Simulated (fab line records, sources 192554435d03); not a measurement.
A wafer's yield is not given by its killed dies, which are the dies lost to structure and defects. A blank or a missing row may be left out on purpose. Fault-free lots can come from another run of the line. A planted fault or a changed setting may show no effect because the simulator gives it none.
Which tool did it? + flow n5Finfet + Sampling: 10 lots, 25 wafers, 5 of 1938 route steps

## WHAT THE GAUGES READ, wafer by wafer
N5_BEOL_M4_RC_MEAS_101. Usual: DIBL_N 36.5 mV/V, standard deviation 1.9; DIBL_P 36.4 mV/V, standard deviation 2.2; IOFF_N 0.17 nA/um, standard deviation 0.034; IOFF_P 0.21 nA/um, standard deviation 0.036; ION_N 678 uA/um, standard deviation 12; ION_P 462 uA/um, standard deviation 7.1; SS_N 71.7 mV/dec, standard deviation 0.61; SS_P 73.4 mV/dec, standard deviation 0.71; VT_N 249 mV, standard deviation 3.5; VT_P -251 mV, standard deviation 3.
| lot  | measured     | on        | DIBL_N (mV/V)  | DIBL_P (mV/V)  | IOFF_N (nA/um) | IOFF_P (nA/um) | ION_N (uA/um) | ION_P (uA/um) | SS_N (mV/dec)  | SS_P (mV/dec)  | VT_N (mV)   | VT_P (mV)      | flag |
|------|--------------|-----------|----------------|----------------|----------------|----------------|---------------|---------------|----------------|----------------|-------------|----------------|------|
| L946 | day 9 12:31  | prober-02 | 39.2 39.5      | 39.0 38.4      | 0.22 0.22      | 0.23 0.24      | 689 677       | 462 464       | 72.0 72.4      | 74.0 73.7      | 246 245     | -252 -252      |      |
| L947 | day 9 16:39  | prober-01 | 32.0 36.2      | 31.3 37.0      | 0.11 0.19      | 0.16 0.25      | 660 694       | 462 475       | 70.6 71.7      | 72.4 73.5      | 256 246     | -253 -248      |      |
| L950 | day 9 21:43  | prober-01 | 38.0 38.1 36.9 | 36.3 36.2 36.1 | 0.18 0.17 0.16 | 0.21 0.19 0.21 | 679 669 676   | 458 453 461   | 71.9 72.0 71.0 | 73.6 73.5 73.4 | 250 252 248 | -251 -255 -249 |      |
| L953 | day 11 09:53 | prober-01 | 38.7 37.5 36.0 | 38.9 38.0 35.6 | 0.20 0.18 0.14 | 0.23 0.21 0.17 | 692 691 664   | 470 467 457   | 72.4 72.1 71.6 | 74.4 73.2 73.2 | 244 249 254 | -250 -252 -256 |      |
| L957 | day 13 01:29 | prober-01 | 37.5 38.6      | 36.2 39.0      | 0.16 0.19      | 0.18 0.22      | 668 682       | 446 451       | 72.7 71.7      | 73.4 73.4      | 253 247     | -259 -252      |      |
| L959 | day 13 06:35 | prober-02 | 33.7 34.3      | 34.0 34.0      | 0.11 0.11      | 0.16 0.15      | 664 661       | 456 453       | 71.0 70.8      | 72.5 72.9      | 255 255     | -252 -255      |      |
| L961 | day 13 11:50 | prober-01 | 38.4 36.3      | 39.3 36.7      | 0.20 0.17      | 0.25 0.21      | 689 700       | 470 474       | 71.7 71.9      | 73.9 73.1      | 244 247     | -248 -251      |      |
| L964 | day 14 06:35 | prober-01 | 38.7 36.4 35.9 | 38.4 35.0 34.8 | 0.20 0.16 0.14 | 0.27 0.21 0.20 | 687 684 678   | 466 465 468   | 72.4 71.9 71.1 | 74.0 73.6 73.4 | 247 249 252 | -246 -250 -253 |      |
| L965 | day 13 20:02 | prober-01 | 37.5 36.0 35.6 | 38.5 37.6 37.0 | 0.20 0.16 0.16 | 0.21 0.18 0.19 | 690 665 686   | 465 449 466   | 73.0 71.5 71.1 | 74.2 73.1 73.4 | 247 250 248 | -251 -254 -256 |      |
| L966 | day 14 21:52 | prober-01 | 33.3 37.5 36.8 | 33.5 38.2 36.7 | 0.13 0.19 0.18 | 0.15 0.21 0.20 | 663 677 680   | 460 459 460   | 71.1 72.0 71.3 | 72.2 73.9 73.4 | 250 248 244 | -253 -250 -252 |      |

## WHICH TOOL RAN EACH LOT (tool, then ch and the chambers of the sampled wafers, then the start)
| lot  | N5_PMOS_HMC_CHANNEL_EPI_DESCUM_14 | N5_PMOS_HMC_CHANNEL_EPI_STRIP_33 | N5_PMOS_HMC_CHANNEL_EPI_FIN_RECESS_16 | N5_FIN_SAQP_ALD_61              |
|------|-----------------------------------|----------------------------------|---------------------------------------|---------------------------------|
| L946 | rieDiel-05 ch 0,3, day 2 04:58    | rieDiel-05 ch 0,3, day 2 05:05   | rieSi-02 ch 2, day 2 05:26            | aldSin-02 ch 0, day 2 08:01     |
| L947 | rieDiel-06 ch 2,3, day 2 13:01    | rieDiel-06 ch 2,3, day 2 13:09   | rieSi-06 ch 2, day 2 13:28            | aldSin-02 ch 0,3, day 2 16:19   |
| L950 | rieDiel-02 ch 0,1,2, day 3 05:56  | rieDiel-02 ch 0,1,2, day 3 06:04 | rieSi-02 ch 2,3, day 3 06:24          | aldSin-01 ch 0,3, day 3 09:11   |
| L953 | rieDiel-05 ch 0,1,2, day 4 00:13  | rieDiel-05 ch 0,1,2, day 4 00:21 | rieSi-02 ch 0,3, day 4 00:40          | aldSin-02 ch 1,2, day 4 03:07   |
| L957 | rieDiel-02 ch 0,3, day 4 23:33    | rieDiel-02 ch 0,3, day 4 23:41   | rieSi-01 ch 0,1, day 5 00:01          | aldSin-02 ch 2, day 5 04:11     |
| L959 | rieDiel-06 ch 0,1, day 5 11:43    | rieDiel-06 ch 0,1, day 5 11:51   | rieSi-01 ch 0,1, day 5 12:10          | aldSin-02 ch 0,1, day 5 15:05   |
| L961 | rieDiel-02 ch 2,3, day 5 23:06    | rieDiel-02 ch 2,3, day 5 23:14   | rieSi-02 ch 2,3, day 5 23:34          | aldSin-02 ch 1,2, day 6 02:31   |
| L964 | rieDiel-02 ch 0,1,2, day 6 17:15  | rieDiel-02 ch 0,1,2, day 6 17:23 | rieSi-02 ch 1,2,3, day 6 17:42        | aldSin-04 ch 0,1,2, day 6 20:31 |
| L965 | rieDiel-02 ch 0,1,2, day 6 23:35  | rieDiel-02 ch 0,1,2, day 6 23:43 | rieSi-06 ch 0,2,3, day 7 00:02        | aldSin-01 ch 0,2, day 7 02:40   |
| L966 | rieDiel-05 ch 0,3, day 7 05:16    | rieDiel-05 ch 0,3, day 7 05:23   | rieSi-02 ch 0,2,3, day 7 05:44        | aldSin-04 ch 0,2,3, day 7 09:11 |
- N5_PMOS_HMC_CHANNEL_EPI_DESCUM_14: chemistry O2, time 7.9 s.
- N5_PMOS_HMC_CHANNEL_EPI_STRIP_33: strips in N2/H2.
- N5_PMOS_HMC_CHANNEL_EPI_FIN_RECESS_16: chemistry HBr/Cl2, target Si, target depth 54 nm, time 18 s.
- N5_FIN_SAQP_ALD_61: deposits SiO2, target thk 4 nm, pulse time 1 s, purge time 2 s.

## AS READ BY THE TOOLS THEMSELVES (means over the sampled wafers that have a number; for cases with no such wafer, the mark the record gives instead)
N5_PMOS_HMC_CHANNEL_EPI_DESCUM_14. Usual: drypumpMotorCurrentA 5.6 A, standard deviation 0.42; oesProductAu 0.77 a.u., standard deviation 0.074; rfVppV 243.5 V, standard deviation 1.1; showerheadPlenumPTorr 2.10 Torr, standard deviation 0.06; throttleValvePct 20.44 %, standard deviation 0.18.
| lot  | tool       | drypumpMotorCurrentA (A) | oesProductAu (a.u.) | rfVppV (V) | showerheadPlenumPTorr (Torr) | throttleValvePct (%) | flag |
|------|------------|--------------------------|---------------------|------------|------------------------------|----------------------|------|
| L946 | rieDiel-05 | 5.2                      | 0.79                | 243.3      | 2.06                         | 20.31                |      |
| L947 | rieDiel-06 | 5.6                      | 0.77                | 244.4      | 2.19                         | 20.46                |      |
| L950 | rieDiel-02 | 5.6                      | 0.82                | 243.7      | 2.11                         | 20.46                |      |
| L953 | rieDiel-05 | 5.7                      | 0.83                | 243.9      | 2.11                         | 20.12                |      |
| L957 | rieDiel-02 | 5.3                      | 0.70                | 243.1      | 2.10                         | 20.62                |      |
| L959 | rieDiel-06 | 5.8                      | 0.76                | 242.8      | 2.05                         | 20.52                |      |
| L961 | rieDiel-02 | 5.8                      | 0.72                | 242.2      | 2.08                         | 20.48                |      |
| L964 | rieDiel-02 | 5.6                      | 0.79                | 243.8      | 2.11                         | 20.50                |      |
| L965 | rieDiel-02 | 5.6                      | 0.78                | 243.3      | 2.10                         | 20.49                |      |
| L966 | rieDiel-05 | 5.1                      | 0.74                | 242.8      | 2.05                         | 20.46                |      |

N5_PMOS_HMC_CHANNEL_EPI_STRIP_33. Usual: drypumpMotorCurrentA 5.6 A, standard deviation 0.42; oesProductAu 0.77 a.u., standard deviation 0.074; rfVppV 54.4 V, standard deviation 1.7; showerheadPlenumPTorr 3.38 Torr, standard deviation 0.086; throttleValvePct 19.0 %, standard deviation 0.39.
| lot  | tool       | drypumpMotorCurrentA (A) | oesProductAu (a.u.) | rfVppV (V) | showerheadPlenumPTorr (Torr) | throttleValvePct (%) | flag |
|------|------------|--------------------------|---------------------|------------|------------------------------|----------------------|------|
| L946 | rieDiel-05 | 5.2                      | 0.80                | 55.1       | 3.29                         | 18.7                 |      |
| L947 | rieDiel-06 | 5.7                      | 0.77                | 55.1       | 3.50                         | 19.1                 |      |
| L950 | rieDiel-02 | 5.6                      | 0.82                | 54.2       | 3.39                         | 18.9                 |      |
| L953 | rieDiel-05 | 5.7                      | 0.84                | 54.1       | 3.40                         | 18.4                 |      |
| L957 | rieDiel-02 | 5.3                      | 0.70                | 53.1       | 3.39                         | 19.4                 |      |
| L959 | rieDiel-06 | 5.9                      | 0.75                | 52.7       | 3.30                         | 19.3                 |      |
| L961 | rieDiel-02 | 5.8                      | 0.73                | 55.4       | 3.34                         | 19.0                 |      |
| L964 | rieDiel-02 | 5.6                      | 0.80                | 55.6       | 3.38                         | 18.9                 |      |
| L965 | rieDiel-02 | 5.6                      | 0.78                | 53.5       | 3.37                         | 18.9                 |      |
| L966 | rieDiel-05 | 5.2                      | 0.74                | 55.2       | 3.28                         | 18.9                 |      |

N5_PMOS_HMC_CHANNEL_EPI_FIN_RECESS_16. Usual: drypumpMotorCurrentA 5.7 A, standard deviation 0.43; oesProductAu 1.000 a.u., standard deviation 0.019; throttleValvePct 35.51 %, standard deviation 0.24.
| lot  | tool     | drypumpMotorCurrentA (A) | oesProductAu (a.u.) | throttleValvePct (%) | flag |
|------|----------|--------------------------|---------------------|----------------------|------|
| L946 | rieSi-02 | 4.9                      | 0.969               | 35.45                |      |
| L947 | rieSi-06 | 5.2                      | 0.998               | 35.56                |      |
| L950 | rieSi-02 | 5.5                      | 0.971               | 35.47                |      |
| L953 | rieSi-02 | 5.8                      | 0.995               | 35.51                |      |
| L957 | rieSi-01 | 5.8                      | 0.994               | 35.47                |      |
| L959 | rieSi-01 | 5.8                      | 1.008               | 35.47                |      |
| L961 | rieSi-02 | 5.3                      | 0.979               | 35.45                |      |
| L964 | rieSi-02 | 5.7                      | 0.992               | 35.60                |      |
| L965 | rieSi-06 | 5.8                      | 1.014               | 35.27                |      |
| L966 | rieSi-02 | 5.5                      | 0.990               | 35.49                |      |

N5_FIN_SAQP_ALD_61. Usual: heaterPowerW 484 W, standard deviation 61; precursorPulseHeightRel 1.000, standard deviation 0.02.
| lot  | tool      | heaterPowerW (W) | precursorPulseHeightRel | flag |
|------|-----------|------------------|-------------------------|------|
| L946 | aldSin-02 | 471              | 1.008                   |      |
| L947 | aldSin-02 | 453              | 1.002                   |      |
| L950 | aldSin-01 | 468              | 0.982                   |      |
| L953 | aldSin-02 | 560              | 0.997                   |      |
| L957 | aldSin-02 | 644              | 1.009                   |      |
| L959 | aldSin-02 | 454              | 0.990                   |      |
| L961 | aldSin-02 | 538              | 0.991                   |      |
| L964 | aldSin-04 | 473              | 1.013                   |      |
| L965 | aldSin-01 | 456              | 0.999                   |      |
| L966 | aldSin-04 | 484              | 0.969                   |      |

## THE ANSWER, worked out from the rows above alone
Rule: take the mean of a lot's wafers that have a number; if it is more than 3 standard deviations from the usual mean, the lot is off. A lot without any number at a reading at which 4 lots or more have one is off too. Where the step has rows for the other lots, those lots are counted as sound. Order of review: gauges by route order, followed by the tools' own readings, for which a lot's mean as printed above is used. At the first step where some lot is off, the reading lying furthest off is the one used; lots without a number count as furthest.
None of the lots is off at any reading shown; this tells nothing.

## WHAT WAS PUT IN BY THE SIMULATOR
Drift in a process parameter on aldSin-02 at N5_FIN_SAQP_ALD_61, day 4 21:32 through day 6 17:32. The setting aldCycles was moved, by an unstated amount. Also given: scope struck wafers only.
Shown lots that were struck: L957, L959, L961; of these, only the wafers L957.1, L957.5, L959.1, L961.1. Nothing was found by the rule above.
